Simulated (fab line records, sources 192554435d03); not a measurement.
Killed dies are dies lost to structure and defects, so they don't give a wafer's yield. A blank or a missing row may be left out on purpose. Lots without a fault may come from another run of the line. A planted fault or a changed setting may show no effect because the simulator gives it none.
Chamber matching | flow n5_finfet | N5_BEOL_M0_SAQP_MANDREL_ETCH_103 on rie_si-05: 4 sister chambers
The step etches a-Si in HBr/Cl2, stops on SiCN, target depth 45 nm, bt time 10 s, time 27 s. 4 wafers are shown with their chamber, then 8 later ones without.

WAFERS WITH THEIR CHAMBER
wafer  | chamber | drypump_motor_current_A (A)
L083.4 | 2       | 5.46
L086.2 | 0       | 5.04
L086.6 | 1       | 5.57
L093.1 | 3       | 5.71

WAFERS WITHOUT THEIR CHAMBER
wafer  | drypump_motor_current_A (A)
L093.2 | 5.05
L093.5 | 5.43
L096.3 | 5.69
L096.5 | 5.71
L096.6 | 5.02
L097.2 | 5.48
L097.3 | 5.54
L097.5 | 5.56

WHICH CHAMBER EACH WENT THROUGH
wafer  | from the rows above | in truth
L093.2 | 0                   | 0
L093.5 | 2                   | 2
L096.3 | 3                   | 3
L096.5 | 3                   | 3
L096.6 | 0                   | 0
L097.2 | 2                   | 2
L097.3 | 1                   | 1
L097.5 | 1                   | 1
Placed correctly: 8 of 8. Can't be placed from these rows: 0. Placed wrongly: 0.
How it was worked out, from the rows above alone: a wafer's distance from a chamber is the root of the sum, over the readings, of the square of ((its reading less the chamber's mean) divided by the reading's scatter). The wafer belongs to the nearest chamber; if the next one is less than 2 further off, it can't be placed. A chamber's mean is the mean of its shown wafers. The scatter: with one shown wafer a chamber, the root of the mean of the squares of how far each hidden wafer lies from its nearest shown one.
